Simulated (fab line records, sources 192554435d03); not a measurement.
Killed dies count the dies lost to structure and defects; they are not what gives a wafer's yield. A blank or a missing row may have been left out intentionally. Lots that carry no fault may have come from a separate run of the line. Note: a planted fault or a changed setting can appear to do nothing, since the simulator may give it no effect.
The tool behind it: which one? | flow n5-finfet | 10 lots with 30 wafers sampled at 5 steps, on a route of 1938 steps

## WHAT THE GAUGES READ, wafer by wafer
N5_WELL_APT_CD_MEAS_25: target cd 200 nm. Usual: cd-nm 201.0 nm, standard deviation 1.8.
lot  | measured    | on        | cd-nm (nm)        | flag
L379 | day 2 03:08 | cd-sem-01 | 202.6 201.2 203.0 |
L383 | day 3 03:04 | cd-sem-02 | 203.1 203.1 202.1 |
L384 | day 3 09:00 | cd-sem-03 | 201.8 199.2 197.6 |
L387 | day 4 03:57 | cd-sem-03 | 202.8 200.5 197.9 |
L388 | day 4 09:24 | cd-sem-01 | 200.9 201.1 200.3 |
L392 | day 5 09:28 | cd-sem-03 | 203.0 201.5 203.1 |
L394 | day 5 20:57 | cd-sem-02 | 203.4 201.4 205.1 |
L395 | day 6 02:47 | cd-sem-02 | 200.3 199.1 200.8 |
L398 | day 6 20:56 | cd-sem-02 | 196.4 198.9 197.6 |
L400 | day 7 09:00 | cd-sem-02 | 202.2 205.7 200.7 |

N5_WELL_APT_INSPECT_27: inspects for defects (macro). Usual: raw-defect-count 2.0, standard deviation 1.4.
lot  | measured    | on                | raw-defect-count | flag
L379 | day 2 03:11 | defect-inspect-02 | 0 3 4            |
L383 | day 3 03:07 | defect-inspect-02 | 5 1 1            |
L384 | day 3 09:04 | defect-inspect-01 | 0 0 3            |
L387 | day 4 04:00 | defect-inspect-02 | 2 2 1            |
L388 | day 4 09:27 | defect-inspect-01 | 2 2 1            |
L392 | day 5 09:31 | defect-inspect-02 | 0 4 2            |
L394 | day 5 21:00 | defect-inspect-01 | 0 3 0            |
L395 | day 6 02:50 | defect-inspect-01 | 0 2 1            |
L398 | day 6 21:00 | defect-inspect-01 | 1 3 3            |
L400 | day 7 09:04 | defect-inspect-01 | 4 1 1            |

N5_BEOL_M4_RC_MEAS_101. Usual: DIBL_N 36.0 mV/V, standard deviation 1.7; DIBL_P 36.0 mV/V, standard deviation 2; IOFF_N 0.156 nA/um, standard deviation 0.028; IOFF_P 0.21 nA/um, standard deviation 0.04; ION_N 673 uA/um, standard deviation 12; ION_P 463 uA/um, standard deviation 8.3; RS_PWELL 3008 ohm/sq, standard deviation 23; SS_N 71.4 mV/dec, standard deviation 0.6; SS_P 73.3 mV/dec, standard deviation 0.66; VT_N 250 mV, standard deviation 3; VT_P -250 mV, standard deviation 3.8.
lot  | measured     | on        | DIBL_N (mV/V)  | DIBL_P (mV/V)  | IOFF_N (nA/um)    | IOFF_P (nA/um) | ION_N (uA/um) | ION_P (uA/um) | RS_PWELL (ohm/sq) | SS_N (mV/dec)  | SS_P (mV/dec)  | VT_N (mV)   | VT_P (mV)      | flag
L379 | day 8 01:18  | prober-02 | 35.8 38.5 35.0 | 35.5 39.1 35.3 | 0.155 0.207 0.146 | 0.16 0.22 0.17 | 674 680 668   | 460 454 454   | 2997 3020 2997    | 72.5 72.3 70.5 | 73.2 74.7 73.0 | 250 248 248 | -257 -251 -256 |
L383 | day 9 11:20  | prober-02 | 39.3 36.9 38.1 | 39.6 36.2 36.6 | 0.205 0.154 0.160 | 0.27 0.21 0.21 | 676 662 662   | 471 456 455   | 2990 3018 2995    | 72.0 71.2 71.5 | 75.0 74.1 74.0 | 248 254 254 | -247 -253 -254 |
L384 | day 9 17:29  | prober-01 | 36.7 38.2 37.4 | 35.6 37.2 36.1 | 0.160 0.192 0.167 | 0.20 0.23 0.21 | 682 669 680   | 462 458 463   | 3039 3032 3026    | 72.3 71.8 71.4 | 72.7 73.3 73.8 | 249 245 247 | -252 -249 -249 |
L387 | day 10 11:10 | prober-02 | 32.3 34.6 34.7 | 32.4 35.4 35.3 | 0.112 0.156 0.142 | 0.19 0.23 0.22 | 658 682 660   | 462 467 459   | 2999 3012 2998    | 70.2 71.0 71.6 | 72.7 73.5 73.2 | 254 250 252 | -249 -247 -247 |
L388 | day 10 20:08 | prober-01 | 39.2 32.8 35.6 | 38.8 30.8 34.7 | 0.220 0.107 0.146 | 0.28 0.16 0.21 | 699 658 670   | 477 465 463   | 3006 2954 2985    | 72.1 70.5 71.4 | 74.7 72.3 73.2 | 243 254 252 | -247 -252 -252 |
L392 | day 11 14:01 | prober-02 | 38.0 36.2 33.9 | 39.2 36.7 34.5 | 0.202 0.174 0.133 | 0.22 0.19 0.16 | 691 681 667   | 464 458 457   | 2999 2983 3010    | 72.0 71.3 70.4 | 74.4 73.9 73.4 | 245 248 251 | -251 -252 -256 |
L394 | day 12 10:09 | prober-02 | 38.8 37.1 37.9 | 38.5 36.2 36.2 | 0.179 0.156 0.163 | 0.24 0.22 0.22 | 675 687 672   | 463 470 460   | 3222 3196 3218    | 71.9 71.3 71.2 | 73.6 72.2 72.9 | 249 248 251 | -250 -248 -249 | OFF
L395 | day 12 11:52 | prober-01 | 34.1 33.2 32.0 | 35.3 33.7 32.7 | 0.130 0.116 0.098 | 0.16 0.15 0.13 | 660 672 652   | 447 451 450   | 3197 3197 3177    | 71.4 71.2 70.7 | 72.9 72.9 72.6 | 252 251 257 | -257 -256 -257 | OFF
L398 | day 13 08:37 | prober-02 | 34.3 34.2 34.4 | 34.3 33.8 34.6 | 0.137 0.136 0.143 | 0.20 0.19 0.21 | 671 672 675   | 463 468 472   | 3014 3005 3030    | 71.6 70.3 70.9 | 73.4 72.6 73.2 | 252 250 249 | -247 -249 -245 |
L400 | day 14 00:35 | prober-02 | 36.8 36.1 36.3 | 37.8 37.0 36.7 | 0.184 0.167 0.166 | 0.23 0.21 0.21 | 694 684 680   | 471 464 459   | 2981 3007 3004    | 71.0 71.1 71.8 | 73.2 72.9 73.4 | 246 248 247 | -249 -251 -253 |

## TOOL THAT RAN EACH LOT (tool first, then ch and the chambers of the sampled wafers, then the start)
lot  | N5_WELL_APT_IMPLANT_31         | N5_PMOS_HMC_CHANNEL_EPI_DESCUM_14
L379 | implanter-02 ch 0, day 2 03:19 | rie-diel-02 ch 1,2, day 2 05:29
L383 | implanter-02 ch 0, day 3 03:15 | rie-diel-02 ch 0,2,3, day 3 05:20
L384 | implanter-01 ch 0, day 3 09:11 | rie-diel-04 ch 1,2,3, day 3 11:31
L387 | implanter-02 ch 0, day 4 04:17 | rie-diel-02 ch 2,3, day 4 07:20
L388 | implanter-01 ch 0, day 4 09:35 | rie-diel-02 ch 0,2, day 4 11:44
L392 | implanter-01 ch 0, day 5 09:50 | rie-diel-02 ch 0,1,2, day 5 12:07
L394 | implanter-02 ch 0, day 5 21:14 | rie-diel-05 ch 0,1,3, day 5 23:48
L395 | implanter-02 ch 0, day 6 03:01 | rie-diel-05 ch 1,2, day 6 05:08
L398 | implanter-01 ch 0, day 6 21:08 | rie-diel-04 ch 0,2, day 6 23:11
L400 | implanter-01 ch 0, day 7 09:11 | rie-diel-02 ch 1,2,3, day 7 11:24
- N5_WELL_APT_IMPLANT_31
- N5_PMOS_HMC_CHANNEL_EPI_DESCUM_14: chemistry O2, time 7.9 s.

## AS READ BY THE TOOLS THEMSELVES (means over the sampled wafers that have a number; for cases with no such wafer, the mark the record gives instead)
N5_WELL_APT_IMPLANT_31. Usual: dose-ions-cm2 1.5001e+13, standard deviation 1.8e+10; faraday-current-uA 190, standard deviation 3.8.
lot  | tool         | dose-ions-cm2 | faraday-current-uA | flag
L379 | implanter-02 | 1.4993e+13    | 191                |
L383 | implanter-02 | 1.5004e+13    | 192                |
L384 | implanter-01 | 1.5007e+13    | 187                |
L387 | implanter-02 | 1.4990e+13    | 189                |
L388 | implanter-01 | 1.4996e+13    | 189                |
L392 | implanter-01 | 1.5003e+13    | 189                |
L394 | implanter-02 | 1.3563e+13    | 169                | OFF
L395 | implanter-02 | 1.3594e+13    | 172                | OFF
L398 | implanter-01 | 1.5018e+13    | 191                |
L400 | implanter-01 | 1.5008e+13    | 194                |

N5_PMOS_HMC_CHANNEL_EPI_DESCUM_14. Usual: bias-power-w 20.00 W, standard deviation 0.061; drypump-motor-current-A 5.8 A, standard deviation 0.54; o2-flow-sccm 225.0 sccm, standard deviation 0.61; oes-product-au 0.75 a.u., standard deviation 0.077; rf-fwd-power-W 49.30 W, standard deviation 0.27; rf-vpp-V 243.2 V, standard deviation 1.4; showerhead-plenum-p-Torr 2.09 Torr, standard deviation 0.065; throttle-valve-pct 20.46 %, standard deviation 0.19.
lot  | tool        | bias-power-w (W) | drypump-motor-current-A (A) | o2-flow-sccm (sccm) | oes-product-au (a.u.) | rf-fwd-power-W (W) | rf-vpp-V (V) | showerhead-plenum-p-Torr (Torr) | throttle-valve-pct (%) | flag
L379 | rie-diel-02 | 19.99            | 6.4                         | 224.9               | 0.78                  | 49.54              | 243.1        | 2.08                            | 20.57                  |
L383 | rie-diel-02 | 19.99            | 6.0                         | 225.1               | 0.80                  | 49.37              | 242.5        | 2.06                            | 20.47                  |
L384 | rie-diel-04 | 19.96            | 5.5                         | 224.6               | 0.71                  | 49.14              | 243.0        | 2.11                            | 20.34                  |
L387 | rie-diel-02 | 20.03            | 6.6                         | 224.8               | 0.86                  | 49.35              | 243.5        | 2.11                            | 20.54                  |
L388 | rie-diel-02 | 20.03            | 6.2                         | 224.8               | 0.82                  | 49.35              | 244.1        | 2.07                            | 20.55                  |
L392 | rie-diel-02 | 20.02            | 6.0                         | 225.3               | 0.76                  | 49.66              | 243.5        | 2.05                            | 20.55                  |
L394 | rie-diel-05 | 19.99            | 5.8                         | 225.4               | 0.78                  | 48.95              | 242.8        | 2.07                            | 20.29                  |
L395 | rie-diel-05 | 19.97            | 6.2                         | 225.1               | 0.89                  | 49.48              | 243.1        | 2.06                            | 20.37                  |
L398 | rie-diel-04 | 19.99            | 5.6                         | 225.5               | 0.68                  | 49.11              | 244.2        | 2.15                            | 20.57                  |
L400 | rie-diel-02 | 20.05            | 6.4                         | 225.6               | 0.77                  | 49.47              | 243.3        | 2.08                            | 20.57                  |

## THE ANSWER, worked out from the rows above alone
Rule: take the mean of a lot's wafers that have a number; if it is more than 3 standard deviations from the usual mean, the lot is off. Also off: a lot with no number at a reading for which 4 or more lots have one. The other lots that the step has rows for count as sound. After the gauges, taken in route order, come the tools' own readings; for these a lot's mean is taken, as printed above. At the first step where some lot is off, the reading lying furthest off is the one used; lots without a number count as furthest.
Off: L394, L395, seen at N5_BEOL_M4_RC_MEAS_101 (RS_PWELL).
If a tool, at a process step before that reading, ran all the lots that are off and no sound lot after the first of them, it fits. Not tried: the gauges at N5_BEOL_M4_RC_MEAS_101; whatever is off there is also off at N5_WELL_APT_IMPLANT_31, on other tools, and gauge error can't account for it. 2 tools fit, implanter-02 at N5_WELL_APT_IMPLANT_31 and rie-diel-05 at N5_PMOS_HMC_CHANNEL_EPI_DESCUM_14, so this cannot tell which one it is.

## WHAT WAS PUT IN BY THE SIMULATOR
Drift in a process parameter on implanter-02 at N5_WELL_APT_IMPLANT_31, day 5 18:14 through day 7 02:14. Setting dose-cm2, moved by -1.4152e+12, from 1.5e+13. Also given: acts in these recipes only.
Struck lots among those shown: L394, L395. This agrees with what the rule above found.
